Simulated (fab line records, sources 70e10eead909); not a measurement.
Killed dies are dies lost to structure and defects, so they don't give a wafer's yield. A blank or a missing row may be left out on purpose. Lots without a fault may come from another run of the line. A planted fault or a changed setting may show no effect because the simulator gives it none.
A struck lot beside a sound one | flow nand_harc | 14 steps out of a route of 1302
Sound: wafers L663.1, L663.2, L663.5. Struck: wafers L666.1, L666.2, L666.3. The cause comes at the end.
At each step with rows: each side's tool, then ch and its chambers, then its first start. Under that, the readings that differ: sound wafers | struck wafers | difference of the means | sigmas: that difference in standard deviations of wafers without a fault.
alike: readings whose means differ by less than 2 such deviations, and words and numbers that are the same on both sides. not compared: withheld readings, readings that some wafer has no value for, bounds like >300 that may hide the same value, and numbers for which the record gives no deviation and whose values overlap.
The two part at a step that has a row with sigmas, a row that says differs or no value, or rows on one side only. Numbers that don't overlap but have no deviation are shown without sigmas and don't part them. A reading that every wafer of one side lacks parts them only if that side has two wafers or more.

first, 1 step without rows for these wafers: NHARC_A_CHANNEL_FILL_D1_SRD_12.
NHARC_A_CHANNEL_FILL_D1_INSPECT_13:
  sound on defect_inspect-02, day 12 01:33; struck on defect_inspect-01, day 13 04:56
  alike: raw_defect_count
NHARC_A_DECK1_JOINT_ETCHBACK_07: etches the open film in HBr, target depth 105 nm, time 26.9 s.
  sound on rie_si-03 ch 1,2,3, day 12 01:38; struck on rie_si-04 ch 1,2,3, day 13 05:01
  alike: bias_w, drypump_motor_current_A, oes_product_au, throttle_valve_pct
  not compared: rf_hours_counter_h
then, 7 steps without rows for these wafers: NHARC_A_DECK1_JOINT_ETCH_25 (etches SiO2 in dHF, target depth 0.5 nm); NHARC_A_DECK1_JOINT_ETCH_19 (etches poly-Si in TMAH, target depth 3 nm); NHARC_A_DECK1_JOINT_ETCH_18 (etches SiO2 in dHF, target depth 3 nm); NHARC_A_DECK1_JOINT_WET_08 (chemistry H3PO4, time 86 s); NHARC_A_DECK1_JOINT_ETCH_09 (etches SiO2 in dHF, target depth 5 nm); NHARC_A_DECK1_JOINT_WET_10 (chemistry H3PO4, time 86 s); NHARC_A_DECK1_JOINT_ETCH_11 (etches SiO2 in dHF, target depth 35 nm).
NHARC_A_DECK1_JOINT_CVD_12: deposits poly-Si, target thk 90 nm, time 1800 s.
  sound on lpcvd_poly-01 ch 0, day 12 08:52; struck on lpcvd_poly-02 ch 0, day 13 15:16
  alike: spike_tc_top_C
NHARC_A_DECK1_JOINT_CMP_13: polishes, target thk 51.023 nm.
  sound on cmp-03 ch 2,3, day 12 11:43; struck on cmp-03 ch 0,2,3, day 13 18:26
  reading                | sound       | struck         | difference | sigmas
  time_to_endpoint_s (s) | 4.0 8.4 5.9 | 18.5 16.1 16.1 | +10.8      | +5
  alike: motor_current_A, retaining_ring_pressure_frac
NHARC_A_DECK1_JOINT_THK_MEAS_14: measures by ellipsometry.
  sound on film_metro-01, day 12 11:57; struck on film_metro-02, day 13 18:40
  alike: thk_nm
then, 1 step without rows for these wafers: NHARC_END_SORT_01.

WHERE THEY PART
Only at NHARC_A_DECK1_JOINT_CMP_13, within this record. Later steps at which nothing parts them and some readings are alike: NHARC_A_DECK1_JOINT_THK_MEAS_14.

WHY: what the simulator had put in
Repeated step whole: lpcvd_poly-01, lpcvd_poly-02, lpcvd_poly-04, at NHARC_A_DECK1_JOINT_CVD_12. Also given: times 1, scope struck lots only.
